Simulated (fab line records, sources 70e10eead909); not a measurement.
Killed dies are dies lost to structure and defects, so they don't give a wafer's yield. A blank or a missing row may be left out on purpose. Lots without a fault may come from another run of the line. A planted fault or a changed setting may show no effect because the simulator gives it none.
Chamber matching | flow nand_harc | NHARC_P_M2_ETCH_35 on rie_diel-01: 4 sister chambers
The step etches the open film in N2/H2, target depth 40 nm, overetch 12 nm, time 43.94 s. 4 wafers are shown with their chamber, then 7 later ones without.

WAFERS WITH THEIR CHAMBER
wafer  | chamber | showerhead_plenum_p_Torr (Torr)
L081.1 | 1       | 1.91
L081.3 | 2       | 2.07
L083.2 | 0       | 2.03
L083.4 | 3       | 2.01

WAFERS WITHOUT THEIR CHAMBER
wafer  | showerhead_plenum_p_Torr (Torr)
L083.6 | 1.91
L094.1 | 2.07
L094.2 | 1.91
L094.5 | 2.07
L096.3 | 2.07
L096.5 | 2.03
L096.6 | 2.00

WHICH CHAMBER EACH WENT THROUGH
wafer  | from the rows above | in truth
L083.6 | 1                   | 1
L094.1 | 2                   | 2
L094.2 | 1                   | 1
L094.5 | 2                   | 2
L096.3 | 2                   | 2
L096.5 | 0                   | 0
L096.6 | 3                   | 3
Placed correctly: 7 of 7. Can't be placed from these rows: 0. Placed wrongly: 0.
How it was worked out, from the rows above alone: a wafer's distance from a chamber is the root of the sum, over the readings, of the square of ((its reading less the chamber's mean) divided by the reading's scatter). The wafer belongs to the nearest chamber; if the next one is less than 2 further off, it can't be placed. A chamber's mean is the mean of its shown wafers. The scatter: with one shown wafer a chamber, the root of the mean of the squares of how far each hidden wafer lies from its nearest shown one.
